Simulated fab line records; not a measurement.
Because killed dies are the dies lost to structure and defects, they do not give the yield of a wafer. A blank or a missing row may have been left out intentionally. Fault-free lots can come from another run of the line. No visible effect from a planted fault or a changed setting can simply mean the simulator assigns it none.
Problem report in the 8D (eight disciplines) form, filled by code + flow nand harc + the parts of the form that need people (team, actions taken, sign-off) are left out

## 1. WHAT IS WRONG
Wafers with no fault read 51 with a standard deviation of 18, whereas killed at array at NHARC_END_SORT_01 reads a mean of 289 on 1 wafer of 1 lot. Relative to the usual mean, that is a shift of +13 standard deviations.
First observed at day 31 20:42: wafer L763.2, on prober-02. The record holds 3 wafers of 1 lot with a number at this step. Rule for "out", or "out of limits": more than 4 standard deviations from the usual mean. The other wafers with a number count as sound.

## 2. WHAT IT IS AND WHAT IT IS NOT
| question                    | is                           | is not                                                             |
|-----------------------------|------------------------------|--------------------------------------------------------------------|
| which readings at this step | killed at array, killed dies | killed at other, killed at periphery, killed open                  |
| which lots                  | L763                         | -                                                                  |
| which wafers of those lots  | L763.2                       | L763.3, L763.6                                                     |
| read on which gauges        | prober-02                    | -                                                                  |
| when                        | from day 31 20:42            | up to then (0 sound wafers); but 2 sound wafers of L763 came after |

## 3. THE SUSPECTS, EACH WITH WHAT RULES IT OUT
Counting: if a tool at a process step up to the reading ran every lot that is out, it stays a suspect. Sound lots after the first of them don't rule it out here, since some wafers of a struck lot are sound.
- the gauge at NHARC_END_SORT_01: kept. All the wafers that are out were read on prober-02, and no step on other tools shows them out.
- rie diel-09 at NHARC_A_STAIRCASE_ETCHBACK_422 (etches the open film in CH3F/O2, target depth 40 nm, time 74.286 s): kept. It ran the lot that is out, L763 (day 26 14:43).
- rie diel-08 at NHARC_A_SGD_CUT_DESCUM_14 (chemistry O2, time 3 s): kept. It ran the lot that is out, L763 (day 26 16:58).
- rie diel-08 at NHARC_A_SGD_CUT_ETCH_16 (etches the open film in C4F8/O2/Ar, target depth 310.5 nm, time 155.2 s): kept. It ran the lot that is out, L763 (day 26 17:45).
- Within rie diel-08 at NHARC_A_SGD_CUT_ETCH_16, the wafers that are out were processed in chamber 3 and their sound lot-mates in chamber 2.
Left after counting: rie diel-09 at NHARC_A_STAIRCASE_ETCHBACK_422, rie diel-08 at NHARC_A_SGD_CUT_DESCUM_14, rie diel-08 at NHARC_A_SGD_CUT_ETCH_16, prober-02 at NHARC_END_SORT_01.

## 4. THE CAUSE (what the simulator had put in)
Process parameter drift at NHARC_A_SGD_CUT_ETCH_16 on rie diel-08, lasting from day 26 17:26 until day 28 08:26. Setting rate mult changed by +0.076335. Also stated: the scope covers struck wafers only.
Counting leaves 4 suspects; this tool is one of them.

## 5. THE CHAIN OF EFFECTS, in route order
Rows list readings where the struck wafers' mean (over those with a number) sits beyond 3 standard deviations from the usual. Only readings for which the record gives a usual standard deviation are gone through. hours: the time from each lot's start at the first step in this table that gives one to its start at this step, as a median over the lots. sigmas: the change in usual standard deviations.
| hours | step                    | reading         | usual      | on struck wafers | change | sigmas |
|-------|-------------------------|-----------------|------------|------------------|--------|--------|
| 0     | NHARC_A_SGD_CUT_ETCH_16 | oes product au  | 0.973 a.u. | 1.023            | +0.050 | +3.3   |
| 123   | NHARC_END_SORT_01       | killed at array | 51         | 289              | +238   | +13    |
| 123   | NHARC_END_SORT_01       | killed dies     | 55         | 297              | +242   | +13    |
Process steps it contains:
- NHARC_A_SGD_CUT_ETCH_16: etches the open film in C4F8/O2/Ar, target depth 310.5 nm, time 155.2 s.

## 6. HOW IT WOULD HAVE BEEN CAUGHT EARLIER
Counted from the fault's start at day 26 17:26, it took 123 hours until the first out-of-limits reading at a measuring or inspecting step in this record, taken at day 31 20:42.
No tool reading at NHARC_A_SGD_CUT_ETCH_16 that has a usual standard deviation in the record was out on any struck wafer, so an alarm limit of 4 standard deviations on those readings would not have fired.
By day 31 20:42, every lot that is out (1) had started NHARC_A_SGD_CUT_ETCH_16 on rie diel-08. Tool hold at that time: it would have spared none of them.
